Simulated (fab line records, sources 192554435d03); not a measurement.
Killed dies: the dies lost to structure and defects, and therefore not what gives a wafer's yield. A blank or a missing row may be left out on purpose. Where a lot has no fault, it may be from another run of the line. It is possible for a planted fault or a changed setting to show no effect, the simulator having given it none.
fab line records | flow n5Finfet
record: lots: 6 wafers: 16 lastDay: 17
route steps=1938 shown BEOL_M10@1479 PASSIVATION@1936
lots that met no fault: from a run of the same line without faults
startH: start of the lot's first displayed wafer, in hours after the record's first day | waitH: how many hours have passed since the lot's step before this one | " as in the row above | L1.1+2: a single row standing in for several wafers | - either no value or no given start | * or withheld: withheld | < > ~ a bound
route shown NAME@n: NAME is a module with steps in the file, n the number in the route of the first one | usual: mean/standard deviation taken from wafers without a fault | same: alike in all rows | chamber/n: place in a boat | sites: each site's reading | _std_site: the standard deviation of these | _edge_site: outer sites' mean less inner sites' | radiusMm: for every site, how far away it sits from the centre of the wafer | mask NAME#n: copy n | behind: tool/chamber where the wafer was last shaped | hold: what put the lot on hold/how long, in hours/how the hold closed | device: the n, p or np transistor that did not switch | end of line: the tests these same wafers got at the end of their route | a step given without rows: its recipe and nothing more | killed: the dies lost at the first sort to structure and to defects; this is not the yield of the wafer | map: a wafer's dies, marking killed ones x, the rest . and places with no die _
set.NAME: the setting the step ran with; set.NAME@STEP: the setting that earlier step ran with | model.NAME: the simulator's own value behind a step, which no gauge read
lots at selected steps of the route; one table per step, one row per wafer
services: from which hour (startH, from the record's first day; less than 0 if before it) a tool's chamber was out of use, for how many hours, and why
== steps ==
step: N5_BEOL_M10_SOFTBAKE_06
recipe: tempC: 110 timeS: 60 resist: CAR-ArF
step: N5_BEOL_M10_EXPOSE_08
recipe: maskId: M10 na: 1.35 sourceShape: dipole sigmaInner: 0.411 sigmaOuter: 0.611 polarization: te doseMj: 53.75
step: N5_BEOL_M10_PEB_09
recipe: pebTempC: withheld pebTimeS: 60 resist: CAR-ArF
step: N5_BEOL_M10_DEVELOP_10
recipe: developTimeS: 30 developer: TMAH resist: CAR-ArF rinseLiquid: diw dry: airSpin devTempC: 23
step: N5_BEOL_M10_CD_MEAS_11
recipe: targetCdNm: 64.1 landingEnergyEv: 500 detector: seInlens polarity: opening
usual: cdNm: 64.1/0.55
columns lot.wafer tool chamber startH waitH cdNm
L596.1 cdSem-02 0 254.46 - 64.8
L596.5 " 0 " " 65.0
L596.6 " 0 " " 63.9
L600.2 cdSem-01 0 269.93 - 64.0
L600.3 " 0 " " 63.7
L600.6 " 0 " " 64.5
L608.4 cdSem-03 0 313.43 - 62.9
L608.5 " 0 " " 63.4
L607.5 cdSem-01 0 329.68 - 64.6
L607.6 " 0 " " 64.1
L614.1 cdSem-02 0 359.93 - 64.2
L614.2 " 0 " " 64.4
L614.4 " 0 " " 64.4
L615.2 cdSem-02 0 370.09 - 62.6
L615.4 " 0 " " 63.3
L615.6 " 0 " " 63.8
step: N5_BEOL_M10_OVL_MEAS_12
recipe: pointsPerWafer: 44
usual: M10_OVL: 0.4/0.85
columns lot.wafer tool chamber startH waitH M10_OVL[nm]
L596.1 overlay-02 0 254.49 0.0 1.3
L596.5 " 0 " " 1.2
L596.6 " 0 " " 0.9
L600.2 overlay-02 0 269.96 0.0 0.1
L600.3 " 0 " " 0.1
L600.6 " 0 " " 0.3
L608.4 overlay-02 0 313.46 0.0 1.6
L608.5 " 0 " " 1.2
L607.5 overlay-02 0 329.71 0.0 0.6
L607.6 " 0 " " 0.8
L614.1 overlay-02 0 359.96 0.0 0.5
L614.2 " 0 " " -1.5
L614.4 " 0 " " 0.0
L615.2 overlay-01 0 370.12 0.0 0.4
L615.4 " 0 " " 0.1
L615.6 " 0 " " 0.5
step: N5_BEOL_M10_INSPECT_13
recipe: mode: adi inspectInstrument: brightfield
usual: rawDefectCount: 423/99
columns lot.wafer tool chamber startH waitH rawDefectCount
L596.1 defectInspect-02 - 254.51 0.0 401
L596.5 " - " " 397
L596.6 " - " " 368
L600.2 defectInspect-01 - 269.99 0.0 415
L600.3 " - " " 362
L600.6 " - " " 367
L608.4 defectInspect-02 - 313.49 0.0 501
L608.5 " - " " 536
L607.5 defectInspect-02 - 329.73 0.0 432
L607.6 " - " " 426
L614.1 defectInspect-01 - 359.98 0.0 379
L614.2 " - " " 297
L614.4 " - " " 282
L615.2 defectInspect-02 - 370.14 0.0 365
L615.4 " - " " 397
L615.6 " - " " 439
step: N5_BEOL_M10_DESCUM_16
recipe: chemistry: O2 timeS: 7.9 sourcePowerW: 50 biasPowerW: 20 pressureMtorr: 20 rfFrequencyHz: 2.712e+07 tempC: 40 resist: CAR-ArF o2FlowSccm: 225
usual: chamberPressureMTorr: 19.998/0.018 drypumpMotorCurrentA: 5.8/0.37 oesProductAu: 0.81/0.082 rfVppV: 243.4/1.3 showerheadPlenumPTorr: 2.10/0.08 throttleValvePct: 20.28/0.14
columns lot.wafer tool chamber startH waitH chamberPressureMTorr drypumpMotorCurrentA oesProductAu rfHoursCounterH rfVppV showerheadPlenumPTorr throttleValvePct
L596.1 rieDiel-02 0 254.65 0.1 19.958 5.9 0.85 83 243.4 2.11 20.29
L596.5 " 3 " " 19.994 6.3 0.69 - 243.4 2.14 20.12
L596.6 " 0 " " 19.999 5.9 0.85 - 243.7 2.11 20.29
L600.2 rieDiel-02 2 270.06 0.1 20.018 5.9 0.71 202 243.3 1.98 20.45
L600.3 " 3 " " 19.995 6.3 0.69 237 243.7 2.14 20.13
L600.6 " 1 " " 19.994 5.6 0.92 - 246.3 2.23 20.17
L608.4 rieDiel-04 2 313.68 0.2 20.013 6.3 0.93 27 242.3 2.06 20.29
L608.5 " 1 " " 19.993 5.7 0.72 - 243.7 2.17 20.43
L607.5 rieDiel-03 3 329.78 0.0 19.951 6.1 0.80 - 244.4 2.10 20.38
L607.6 " 0 " " 19.997 5.8 0.86 - 241.0 2.02 20.20
L614.1 rieDiel-02 0 360.39 0.4 19.987 5.9 0.81 120 243.2 2.09 20.35
L614.2 " 3 " " 19.985 6.3 0.97 10 243.6 2.13 19.91
L614.4 " 1 " " 19.992 5.6 0.84 45 245.2 2.22 20.22
L615.2 rieDiel-02 0 370.18 0.0 20.012 5.9 0.81 123 242.7 2.09 20.35
L615.4 " 2 " " 20.009 5.9 0.68 240 242.3 1.97 20.49
L615.6 " 3 " " 20.013 6.3 0.96 - 243.6 2.13 19.94
step: N5_BEOL_M10_ETCH_61
recipe: chemistry: CF4 target: SiARC targetDepthA: 390 maskMaterial: CAR-ArF timeS: 65 ionEnergyEv: 80 pressureMtorr: 40 sourceW: 545 biasW: 36 Ar_flow_sccm: 100 cf4FlowSccm: 100 ends: cleared
usual: chamberPressureMTorr: 40.00/0.035 drypumpMotorCurrentA: 5.8/0.37 etchRfOnTimeS: 64.7/1.4 oesProductAu: 0.69/0.073 rfVppV: 184.2/1.2 showerheadPlenumPTorr: 2.15/0.074 throttleValvePct: 15.49/0.15
columns lot.wafer tool chamber startH waitH chamberPressureMTorr drypumpMotorCurrentA etchRfOnTimeS oesProductAu rfHoursCounterH rfVppV showerheadPlenumPTorr throttleValvePct
L596.1 rieDiel-02 0 254.68 0.0 40.03 5.9 64.0 0.73 83 184.5 2.16 15.48
L596.5 " 3 " " 40.03 6.3 68.6 0.57 - 184.9 2.20 15.48
L596.6 " 0 " " 39.98 5.9 64.4 0.72 - 183.9 2.16 15.46
L600.2 rieDiel-02 2 270.09 0.0 39.98 5.9 63.5 0.62 202 182.7 2.04 15.71
L600.3 " 3 " " 39.93 6.3 66.4 0.58 237 185.7 2.19 15.49
L600.6 " 1 " " 40.01 5.6 61.6 0.81 - 185.8 2.27 15.28
L608.4 rieDiel-04 2 313.71 0.0 40.00 6.3 65.3 0.79 27 183.4 2.10 15.37
L608.5 " 1 " " 40.00 5.7 64.9 0.61 - 183.7 2.21 15.65
L607.5 rieDiel-03 3 329.83 0.0 40.00 6.1 65.9 0.67 - 185.2 2.15 15.62
L607.6 " 0 " " 39.99 5.7 64.1 0.73 - 183.4 2.10 15.46
L614.1 rieDiel-02 0 360.42 0.0 39.96 5.9 64.1 0.69 120 183.5 2.15 15.54
L614.2 " 3 " " 40.05 6.3 65.0 0.81 10 183.0 2.19 15.09
L614.4 " 1 " " 39.96 5.6 63.2 0.73 45 186.0 2.26 15.35
L615.2 rieDiel-02 0 370.21 0.0 40.01 5.9 64.2 0.69 123 184.4 2.15 15.54
L615.4 " 2 " " 39.99 5.9 65.5 0.59 240 182.2 2.03 15.77
L615.6 " 3 " " 40.03 6.3 65.8 0.79 - 185.0 2.19 15.09
step: N5_BEOL_M10_ETCH_62
recipe: chemistry: N2/H2 target: SOC targetDepthA: 1100 overetchA: 220 maskMaterial: SiARC tempC: 40 timeS: 165 ionEnergyEv: 200 pressureMtorr: 30 sourceW: 840 biasW: 150 n2FlowSccm: 200 h2FlowSccm: 200
usual: chamberPressureMTorr: 29.998/0.03 drypumpMotorCurrentA: 5.9/0.37 oesProductAu: 0.68/0.066 rfVppV: 524.3/2.7 showerheadPlenumPTorr: 2.56/0.088 throttleValvePct: 17.73/0.21
columns lot.wafer tool chamber startH waitH chamberPressureMTorr drypumpMotorCurrentA oesProductAu rfHoursCounterH rfVppV showerheadPlenumPTorr throttleValvePct
L596.1 rieDiel-02 0 254.73 0.0 29.975 5.9 0.71 83 523.4 2.56 17.67
L596.5 " 3 " " 30.033 6.3 0.59 - 525.7 2.62 17.72
L596.6 " 0 " " 29.971 5.9 0.71 - 524.9 2.56 17.69
L600.2 rieDiel-02 2 270.14 0.0 29.994 5.9 0.61 202 519.7 2.43 18.08
L600.3 " 3 " " 30.025 6.3 0.58 237 526.8 2.62 17.70
L600.6 " 1 " " 29.958 5.6 0.78 - 528.4 2.71 17.39
L608.4 rieDiel-04 2 313.76 0.0 30.002 6.3 0.79 27 522.7 2.49 17.57
L608.5 " 1 " " 30.015 5.7 0.60 - 525.1 2.62 17.90
L607.5 rieDiel-03 3 329.92 0.1 30.014 6.1 0.67 - 524.8 2.56 17.81
L607.6 " 0 " " 30.020 5.8 0.72 - 522.5 2.47 17.80
L614.1 rieDiel-02 0 360.47 0.0 29.994 5.9 0.68 120 524.8 2.54 17.74
L614.2 " 3 " " 30.013 6.3 0.80 10 526.3 2.61 17.40
L614.4 " 1 " " 30.039 5.6 0.72 45 526.8 2.69 17.47
L615.2 rieDiel-02 0 370.26 0.0 29.991 5.9 0.68 123 524.3 2.54 17.76
L615.4 " 2 " " 29.936 5.9 0.59 240 520.1 2.42 18.12
L615.6 " 3 " " 29.995 6.3 0.80 - 524.1 2.61 17.40
step: N5_BEOL_M10_STRIP_68
recipe: chemistry: N2/H2 tempC: 40 n2FlowSccm: 200 h2FlowSccm: 200 rfFrequencyHz: 6e+07
step: N5_BEOL_M10_STRIP_67
recipe: chemistry: CF4 resist: SiARC powerW: 300 biasPowerW: 75 pressureMtorr: 50 cf4FlowSccm: 150 rfFrequencyHz: 6e+07
usual: chamberPressureMTorr: 50.00/0.042 drypumpMotorCurrentA: 5.8/0.37 oesProductAu: 0.81/0.078 rfVppV: 271.3/1.5 showerheadPlenumPTorr: 1.80/0.063 throttleValvePct: 13.45/0.16
columns lot.wafer tool chamber startH waitH chamberPressureMTorr drypumpMotorCurrentA oesProductAu rfHoursCounterH rfVppV showerheadPlenumPTorr throttleValvePct
L596.1 rieDiel-02 0 254.88 0.0 49.98 5.9 0.84 83 270.4 1.81 13.43
L596.5 " 3 " " 49.92 6.3 0.69 - 272.6 1.83 13.48
L596.6 " 0 " " 50.02 5.9 0.84 - 271.0 1.81 13.43
L600.2 rieDiel-02 2 270.29 0.0 50.07 5.9 0.72 202 269.8 1.70 13.68
L600.3 " 3 " " 50.00 6.3 0.69 237 274.5 1.83 13.49
L600.6 " 1 " " 49.94 5.6 0.93 - 273.7 1.90 13.27
L608.4 rieDiel-04 2 313.91 0.0 50.01 6.3 0.92 27 270.0 1.75 13.28
L608.5 " 1 " " 49.95 5.7 0.71 - 272.5 1.84 13.63
L607.5 rieDiel-03 3 330.01 0.0 50.08 6.1 0.79 - 271.0 1.80 13.63
L607.6 " 0 " " 50.00 5.7 0.84 - 269.8 1.75 13.38
L614.1 rieDiel-02 0 360.62 0.0 50.00 5.9 0.80 120 272.2 1.80 13.51
L614.2 " 3 " " 50.01 6.3 0.94 10 272.0 1.82 13.01
L614.4 " 1 " " 49.98 5.5 0.86 45 274.1 1.89 13.33
L615.2 rieDiel-02 0 370.41 0.0 50.01 5.9 0.80 123 271.0 1.80 13.52
L615.4 " 2 " " 49.95 5.9 0.69 240 268.1 1.69 13.76
L615.6 " 3 " " 49.92 6.3 0.94 - 271.3 1.82 13.03
step: N5_BEOL_M10_HM_OPEN_17
recipe: chemistry: Cl2/BCl3 targetDepthA: 200 overetchA: 60 target: TiN maskMaterial: SOC ionEnergyEv: 150 pressureMtorr: 10 icpW: 1000 biasW: 126 Cl2_flow_sccm: 53.25 bcl3FlowSccm: 21.75 Ar_flow_sccm: 25
usual: chamberPressureMTorr: 9.999/0.0092 drypumpMotorCurrentA: 5.8/0.39 mfcCl2Sccm: 53.23/0.15 oes_ar_750_au: 0.76/0.065 oesProductAu: 0.64/0.053 throttleValvePct: 22.36/0.12
columns lot.wafer tool chamber startH waitH chamberPressureMTorr drypumpMotorCurrentA mfcCl2Sccm oes_ar_750_au oesProductAu rfHoursCounterH throttleValvePct model.SOC_of_BEOL_M10_COAT_59.thkNm
L596.1 rieMetal-01 0 254.92 0.0 9.975 5.5 53.14 0.72 0.61 58 22.44 92.4
L596.5 " 1 " " 10.002 6.2 53.16 0.77 0.67 - 22.44 92.6
L596.6 " 0 " " 10.009 5.4 53.37 0.73 0.62 - 22.43 92.2
L600.2 rieMetal-03 1 270.33 0.0 9.990 6.0 53.25 0.78 0.64 53 22.44 91.4
L600.3 " 0 " " 9.998 6.4 52.99 0.67 0.55 - 22.35 91.6
L600.6 " 1 " " 9.992 6.0 53.26 0.78 0.64 - 22.44 91.8
L608.4 rieMetal-03 1 314.04 0.1 9.996 6.0 53.25 0.77 0.63 - 22.46 92
L608.5 " 1 " " 10.002 6.0 53.14 0.77 0.64 - 22.44 86.8
L607.5 rieMetal-03 1 330.16 0.1 9.993 6.0 53.18 0.77 0.63 - 22.48 87.4
L607.6 " 1 " " 9.994 6.0 53.39 0.77 0.64 - 22.46 92.4
L614.1 rieMetal-02 1 360.66 0.0 10.013 5.8 53.25 0.86 0.72 20 22.26 92
L614.2 " 1 " " 10.002 5.8 53.18 0.85 0.72 - 22.27 92
L614.4 " 1 " " 10.013 5.8 52.98 0.86 0.72 - 22.27 92
L615.2 rieMetal-01 1 370.45 0.0 10.004 6.1 53.34 0.75 0.65 49 22.46 92
L615.4 " 0 " " 9.993 5.4 53.19 0.70 0.60 - 22.47 92.2
L615.6 " 1 " " 10.002 6.2 53.08 0.74 0.64 - 22.46 92
step: N5_BEOL_M10_STRIP_19
recipe: chemistry: O2 powerW: 400 tempC: 40 pressureMtorr: 30 rfFrequencyHz: 6e+07 biasPowerW: 0 overashFraction: 0.2 o2FlowSccm: 225
usual: chamberPressureMTorr: 30.00/0.033 drypumpMotorCurrentA: 5.8/0.37 oesProductAu: 0.82/0.082 rfVppV: 3.7/0.55 showerheadPlenumPTorr: 2.11/0.08 throttleValvePct: 16.53/0.14
columns lot.wafer tool chamber startH waitH chamberPressureMTorr drypumpMotorCurrentA oesProductAu rfHoursCounterH rfVppV showerheadPlenumPTorr throttleValvePct
L596.1 rieDiel-04 3 255.08 0.1 29.98 5.5 0.80 89 3.4 2.01 16.43
L596.5 " 3 " " 29.95 5.5 0.79 - 3.6 2.02 16.42
L596.6 " 0 " " 30.05 5.5 0.86 - 3.9 2.22 16.38
L600.2 rieDiel-02 1 270.44 0.1 30.03 5.6 0.92 10 3.6 2.24 16.38
L600.3 " 2 " " 29.99 5.9 0.72 202 2.9 1.99 16.75
L600.6 " 2 " " 30.00 5.9 0.71 - 2.8 1.99 16.77
L608.4 rieDiel-04 3 314.15 0.1 29.98 5.5 0.77 111 3.9 2.01 16.47
L608.5 " 2 " " 30.01 6.3 0.93 - 3.5 2.07 16.52
L607.5 rieDiel-03 2 330.26 0.1 30.00 4.8 0.87 - 4.3 2.04 16.51
L607.6 " 3 " " 30.01 6.1 0.80 - 3.7 2.10 16.64
L614.1 rieDiel-02 2 360.86 0.2 30.00 5.9 0.68 237 3.7 1.98 16.81
L614.2 " 3 " " 30.02 6.3 0.97 10 3.1 2.14 16.12
L614.4 " 1 " " 29.99 5.6 0.85 45 3.8 2.22 16.45
L615.2 rieDiel-04 0 370.58 0.1 29.95 5.6 0.81 99 3.8 2.20 16.47
L615.4 " 3 " " 29.92 5.5 0.75 128 3.2 2.00 16.52
L615.6 " 1 " " 30.03 5.7 0.70 - 4.3 2.16 16.76
step: N5_PASSIVATION_PROBE_49
usual: defectLimitedYield: 91.4/1.5 killed_at_M0_to_M3: 32/9.8 killed_at_M4_up: 15/5.6 killedAtContacts: 12/5.4 killedAtFrontEnd: 40/13 killedAtOther: 3.0/2.1 killedDies: 102/17 killedOpen: 67/13 killedShort: 32/7.1 sort_bin_5_function: 5.1/0.96 sort_bin_6_memory: 3.2/0.7 sortNPass: 1078/18 sortYieldPct: 91.3/1.5
same: grossDies: 1180 killedAtBackSide: 0 sort_bin_4_leakage[%]: 0 sort_bin_8_speed[%]: 0
columns lot.wafer tool chamber startH waitH defectLimitedYield[%] killed_at_M0_to_M3 killed_at_M4_up killedAtContacts killedAtFrontEnd killedAtOther killedDies killedOpen killedShort sort_bin_5_function[%] sort_bin_6_memory[%] sortNPass sortYieldPct[%]
L608.4 prober-02 - 369.95 0.2 90.5 32 11 20 46 3 112 74 36 5.5 3.9 1068 90.5
killed by level:class
L608.4 STI_FIN_REVEAL:geometricParticle:open=20 MOL_CONTACT_COAG:geometricParticle:open=11 MOL_CONTACT_COAG:geometricParticle:short=9 BEOL_M4:geometricParticle:open=9 STI_FIN_REVEAL:geometricParticle:short=8 BEOL_M0_SAQP:geometricParticle:short=8 FIN_SAQP:geometricParticle:open=5 GATE_CUT:geometricParticle:short=5
== services ==
columns tool chamber startH hours kind
rieMetal-03 1 230.89 8.2 repair
rieDiel-04 3 238.86 7.2 repair
rieMetal-03 - 256.46 0.2 repair
rieDiel-02 3 311.75 - clean
rieDiel-02 3 311.75 - consumableReplace:focusRing
rieDiel-02 3 311.75 20.7 scheduledDown
rieDiel-02 3 311.75 20.7 ventCycle
rieMetal-03 0 328.34 - clean
rieMetal-03 0 328.34 15.6 scheduledDown
rieMetal-03 0 328.34 15.6 ventCycle
rieDiel-02 0 349.30 4.2 repair
rieDiel-03 2 370.53 9.9 repair
== key ==
firstSign none at tools or gauges
modelEffect: step: N5_BEOL_M10_HM_OPEN_17 value: SOC_of_BEOL_M10_COAT_59.thkNm without: 92.1 struck: 87.1
metAt N5_BEOL_M10_HM_OPEN_17
struckWafers L607.5,L608.5
onsetBetween 270.33 314.04
fault: kind: processParameterDrift tool: rieMetal-03 chamber: - onsetH: 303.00 steps: N5_BEOL_M10_HM_OPEN_17 channel: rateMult offset: 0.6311 shape: step endH: 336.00 scope: struckWafersOnly
